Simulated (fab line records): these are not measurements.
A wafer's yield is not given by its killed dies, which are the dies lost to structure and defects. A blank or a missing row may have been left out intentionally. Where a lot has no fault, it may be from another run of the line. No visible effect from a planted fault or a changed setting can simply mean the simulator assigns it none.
Which of the tools did it? | flow n5-finfet | 9 lots, 27 wafers sampled, at 6 steps of a route of 1938

== WHAT EACH GAUGE READ, for each wafer ==
N5_MOL_CONTACT_COAG_INSPECT_97: inspects for defects (darkfield). Usual: raw-defect-count reads 41 (standard deviation 16).
lot  | measured     | on                | raw-defect-count | flag
L252 | day 5 14:29  | defect-inspect-02 | 80 48 48         |
L254 | day 6 01:38  | defect-inspect-01 | 35 41 22         |
L260 | day 7 14:28  | defect-inspect-01 | 39 39 33         |
L264 | day 8 12:19  | defect-inspect-01 | 31 61 39         |
L266 | day 9 08:44  | defect-inspect-02 | 25 21 59         |
L269 | day 10 11:11 | defect-inspect-02 | 82 55 43         |
L271 | day 10 14:14 | defect-inspect-02 | 22 29 27         |
L272 | day 10 17:26 | defect-inspect-01 | 62 67 43         |
L274 | day 11 01:23 | defect-inspect-02 | 28 39 47         |

N5_BEOL_M0_SAQP_CD_MEAS_14 targets a cd of 42.5 nm. Usual: cd-nm reads 42.5 nm (standard deviation 0.41).
lot  | measured     | on        | cd-nm (nm)     | flag
L252 | day 5 16:19  | cd-sem-01 | 42.5 42.0 42.1 |
L254 | day 6 03:39  | cd-sem-01 | 42.1 42.5 42.5 |
L260 | day 7 16:17  | cd-sem-01 | 42.6 42.8 38.6 |
L264 | day 8 14:15  | cd-sem-03 | 42.7 43.2 43.0 |
L266 | day 9 10:23  | cd-sem-01 | 42.4 42.8 42.7 |
L269 | day 10 12:26 | cd-sem-02 | 43.1 42.3 41.8 |
L271 | day 10 15:45 | cd-sem-02 | 43.0 42.9 43.3 |
L272 | day 10 19:00 | cd-sem-03 | 42.3 42.3 43.2 |
L274 | day 11 03:18 | cd-sem-03 | 42.4 41.6 42.6 |

N5_BEOL_M4_RC_MEAS_101. Usual: DIBL_N 36.2 mV/V, standard deviation 1.6; DIBL_P 36.5 mV/V, standard deviation 1.9; IOFF_N 0.158 nA/um, standard deviation 0.027; IOFF_P 0.21 nA/um, standard deviation 0.038; ION_N 675 uA/um, standard deviation 12; ION_P 464 uA/um, standard deviation 8.9; SS_N 71.5 mV/dec, standard deviation 0.61; SS_P 73.4 mV/dec, standard deviation 0.59; VT_N 250.4 mV, standard deviation 3; VT_P -250 mV, standard deviation 3.6.
lot  | measured     | on        | DIBL_N (mV/V)  | DIBL_P (mV/V)  | IOFF_N (nA/um)    | IOFF_P (nA/um) | ION_N (uA/um) | ION_P (uA/um) | SS_N (mV/dec)  | SS_P (mV/dec)  | VT_N (mV)         | VT_P (mV)      | flag
L252 | day 7 20:24  | prober-01 | 37.7 36.3 38.5 | 38.5 36.5 39.0 | 0.175 0.146 0.194 | 0.26 0.22 0.27 | 683 676 683   | 474 472 468   | 72.3 71.1 72.0 | 74.0 73.0 74.1 | 251.0 251.9 247.4 | -247 -250 -245 |
L254 | day 8 17:38  | prober-01 | 36.9 38.4 36.7 | 36.6 37.3 35.5 | 0.154 0.171 0.148 | 0.22 0.22 0.20 | 666 669 670   | 461 461 458   | 72.4 71.9 71.7 | 73.5 74.1 72.9 | 254.4 251.4 253.9 | -251 -252 -252 |
L260 | day 10 02:59 | prober-02 | 37.6 35.8 35.6 | 38.5 37.4 37.4 | 0.184 0.158 0.165 | 0.24 0.22 0.22 | 698 686 696   | 475 467 477   | 72.1 71.1 71.1 | 73.9 73.5 73.4 | 245.7 250.7 247.4 | -249 -249 -248 |
L264 | day 11 09:55 | prober-02 | 36.5 35.6 36.6 | 35.8 35.8 36.3 | 0.149 0.133 0.158 | 0.23 0.24 0.24 | 669 668 687   | 466 473 477   | 72.0 71.4 71.9 | 73.0 73.2 73.9 | 250.0 252.2 248.9 | -248 -245 -247 |
L266 | day 12 11:15 | prober-02 | 37.1 38.5 34.4 | 37.4 39.3 34.7 | 0.173 0.206 0.120 | 0.23 0.26 0.17 | 671 692 666   | 463 472 460   | 72.1 72.1 70.2 | 73.3 73.4 72.3 | 249.0 246.0 255.4 | -249 -246 -254 |
L269 | day 12 17:14 | prober-01 | 35.9 37.0 38.6 | 35.2 37.2 40.1 | 0.144 0.162 0.212 | 0.20 0.23 0.30 | 699 691 705   | 475 467 488   | 71.7 71.6 72.1 | 73.5 74.1 74.0 | 248.9 248.4 245.7 | -250 -251 -242 |
L271 | day 13 19:52 | prober-02 | 38.4 37.6 37.1 | 36.8 36.5 35.7 | 0.179 0.163 0.161 | 0.26 0.25 0.22 | 673 666 658   | 468 467 457   | 72.1 72.0 72.8 | 73.3 74.1 73.2 | 249.6 249.4 253.0 | -247 -247 -247 |
L272 | day 13 14:35 | prober-02 | 35.7 36.8 35.6 | 35.7 38.1 36.5 | 0.158 0.175 0.165 | 0.18 0.23 0.20 | 677 666 677   | 459 457 468   | 71.2 71.6 71.4 | 72.7 73.8 72.8 | 248.8 247.5 248.2 | -254 -250 -251 |
L274 | day 14 01:01 | prober-01 | 38.4 36.2 36.0 | 38.9 36.3 35.3 | 0.223 0.157 0.158 | 0.30 0.23 0.21 | 690 666 675   | 478 461 461   | 73.0 71.9 71.6 | 74.6 73.7 72.9 | 246.9 252.2 252.8 | -245 -248 -252 |

== TOOL THAT RAN EACH LOT (tool first, then ch and the chambers of the sampled wafers, then the start) ==
lot  | N5_MOL_CONTACT_COAG_ETCH_48        | N5_BEOL_M0_SAQP_ILD_DEP_01      | N5_BEOL_M0_SAQP_PEB_12
L252 | rie-diel-05 ch 1,2, day 5 08:19    | pecvd-03 ch 0,2, day 5 14:51    | litho-track-02 ch 0, day 5 16:14
L254 | rie-diel-02 ch 1,2, day 5 21:27    | pecvd-03 ch 1,2, day 6 01:59    | litho-track-01 ch 0, day 6 03:35
L260 | rie-diel-05 ch 0,1, day 7 10:04    | pecvd-03 ch 0,1,2, day 7 14:49  | litho-track-02 ch 0, day 7 16:13
L264 | rie-diel-05 ch 0,1,3, day 8 07:47  | pecvd-04 ch 0,2, day 8 12:37    | litho-track-01 ch 0, day 8 14:11
L266 | rie-diel-05 ch 0,1,2, day 9 04:38  | pecvd-02 ch 0,2, day 9 09:04    | litho-track-03 ch 0, day 9 10:19
L269 | rie-diel-02 ch 1,2,3, day 10 07:07 | pecvd-04 ch 0,1, day 10 11:34   | litho-track-01 ch 0, day 10 12:23
L271 | rie-diel-04 ch 0,1, day 10 09:27   | pecvd-03 ch 1,2, day 10 14:33   | litho-track-03 ch 0, day 10 15:41
L272 | rie-diel-04 ch 0,1,3, day 10 13:22 | pecvd-03 ch 0,1,2, day 10 17:48 | litho-track-03 ch 0, day 10 18:56
L274 | rie-diel-02 ch 0,1,3, day 10 20:52 | pecvd-04 ch 0,2, day 11 01:45   | litho-track-02 ch 0, day 11 03:14
- N5_MOL_CONTACT_COAG_ETCH_48: etches SiOC in C4F6/O2, target depth 15 nm, overetch 4.5 nm, time 17 s.
- N5_BEOL_M0_SAQP_ILD_DEP_01: deposits SiOC from DEMS/O2, target thk 45.419 nm, time 8.7 s.
- N5_BEOL_M0_SAQP_PEB_12: peb time 60 s.

== WHAT THE TOOLS THEMSELVES READ (means of the sampled wafers that have a number; where no wafer has one, the mark that the record gives instead) ==
N5_MOL_CONTACT_COAG_ETCH_48. Usual: drypump-motor-current-A 5.8 A, standard deviation 0.47; oes-product-au 0.68 a.u., standard deviation 0.079; rf-vpp-V 1595 V, standard deviation 27; showerhead-plenum-p-Torr 2.86 Torr, standard deviation 0.089; throttle-valve-pct 40.45 %, standard deviation 0.27.
lot  | tool        | drypump-motor-current-A (A) | oes-product-au (a.u.) | rf-vpp-V (V) | showerhead-plenum-p-Torr (Torr) | throttle-valve-pct (%) | flag
L252 | rie-diel-05 | 5.9                         | 0.73                  | 1580         | 2.83                            | 40.70                  |
L254 | rie-diel-02 | 5.9                         | 0.67                  | 1559         | 2.94                            | 40.01                  |
L260 | rie-diel-05 | 5.7                         | 0.77                  | 1583         | 2.77                            | 40.64                  |
L264 | rie-diel-05 | 5.5                         | 0.75                  | 1586         | 2.85                            | 40.62                  |
L266 | rie-diel-05 | 6.0                         | 0.70                  | 1575         | 2.82                            | 40.65                  |
L269 | rie-diel-02 | 5.7                         | 0.74                  | 1591         | 2.90                            | 40.18                  |
L271 | rie-diel-04 | 5.3                         | 0.70                  | 1618         | 2.84                            | 40.22                  |
L272 | rie-diel-04 | 5.7                         | 0.64                  | 1614         | 2.85                            | 40.37                  |
L274 | rie-diel-02 | 5.6                         | 0.64                  | 1621         | 2.82                            | 40.24                  |

N5_BEOL_M0_SAQP_ILD_DEP_01. Usual: heater-power-w 497 W, standard deviation 75; showerhead-plenum-p-Torr 5.689 Torr, standard deviation 0.014; throttle-valve-pct 11.9 %, standard deviation 0.58.
lot  | tool     | heater-power-w (W) | showerhead-plenum-p-Torr (Torr) | throttle-valve-pct (%) | flag
L252 | pecvd-03 | 490                | 5.698                           | 11.3                   |
L254 | pecvd-03 | 459                | 5.690                           | 11.6                   |
L260 | pecvd-03 | 496                | 5.682                           | 11.5                   |
L264 | pecvd-04 | 491                | 5.700                           | 12.4                   |
L266 | pecvd-02 | 460                | 5.687                           | 12.2                   |
L269 | pecvd-04 | 491                | 5.681                           | 12.3                   |
L271 | pecvd-03 | 463                | 5.695                           | 11.4                   |
L272 | pecvd-03 | 467                | 5.682                           | 11.6                   |
L274 | pecvd-04 | 446                | 5.697                           | 12.1                   |

== THE ANSWER, worked out from the rows above alone ==
Rule: take the mean of a lot's wafers that have a number; if it is more than 3 standard deviations from the usual mean, the lot is off. Also off: a lot with no number at a reading for which 4 or more lots have one. Where the step has rows for the other lots, those lots are counted as sound. After the gauges, taken in route order, come the tools' own readings; for these a lot's mean is taken, as printed above. The first step at which some lot is off is used, and at that step the reading that is off furthest; a lot without a number counts as furthest.
No lot is off on any of the readings shown, so nothing can be concluded from this.

== WHAT HAD BEEN PUT IN BY THE SIMULATOR ==
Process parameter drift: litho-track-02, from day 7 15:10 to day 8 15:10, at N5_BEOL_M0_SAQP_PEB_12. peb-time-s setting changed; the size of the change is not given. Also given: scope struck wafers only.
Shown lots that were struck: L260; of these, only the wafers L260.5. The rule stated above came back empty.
